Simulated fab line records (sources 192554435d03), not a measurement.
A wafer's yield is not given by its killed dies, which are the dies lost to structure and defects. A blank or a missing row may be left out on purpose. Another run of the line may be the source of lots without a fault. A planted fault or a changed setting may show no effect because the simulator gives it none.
Chamber matching | flow n5_finfet | ald_sin-03 running N5_SPACER0_ALD_07: 4 sister chambers
The step deposits SiNx, target thk 2 nm. 16 wafers are shown with their chamber, then 7 later ones without.

== EACH WAFER AND ITS CHAMBER ==
wafer  | chamber | heater_power_w (W)
L333.1 | 0       | 759
L333.2 | 3       | 812
L333.6 | 3       | 808
L338.3 | 2       | 892
L338.4 | 3       | 831
L347.1 | 1       | 843
L347.3 | 2       | 900
L347.5 | 3       | 836
L352.1 | 3       | 823
L352.2 | 2       | 874
L352.4 | 0       | 774
L353.2 | 2       | 880
L353.3 | 0       | 764
L353.4 | 3       | 827
L354.3 | 1       | 830
L354.4 | 0       | 771

SIGNATURES (means of the wafers above)
reading        | chamber 0 | chamber 1 | chamber 2 | chamber 3 | scatter within a chamber
heater_power_w | 767.00    | 836.50    | 886.50    | 822.83    | 10.1
Rule: distance of a wafer from a chamber = root of the sum over the readings of ((wafer's reading minus chamber's mean) / reading's scatter) squared. The wafer belongs to the nearest chamber; if the next one is less than 2 further off, it can't be placed. The scatter: the root of (the sum of the squares of (reading less its chamber's mean) over the shown wafers, divided by (wafers less chambers)).

== WAFERS WHOSE CHAMBER IS MISSING ==
wafer  | heater_power_w (W)
L354.5 | 763
L355.2 | 896
L355.3 | 776
L355.5 | 909
L356.2 | 902
L356.4 | 770
L356.6 | 899

== WHICH CHAMBER EACH WENT THROUGH ==
wafer  | from the rows above | in truth
L354.5 | 0                   | 0
L355.2 | 2                   | 2
L355.3 | 0                   | 0
L355.5 | 2                   | 2
L356.2 | 2                   | 2
L356.4 | 0                   | 0
L356.6 | 2                   | 2
Placed correctly: 7 of 7. Not placeable from these rows: 0. 0 placed wrongly.
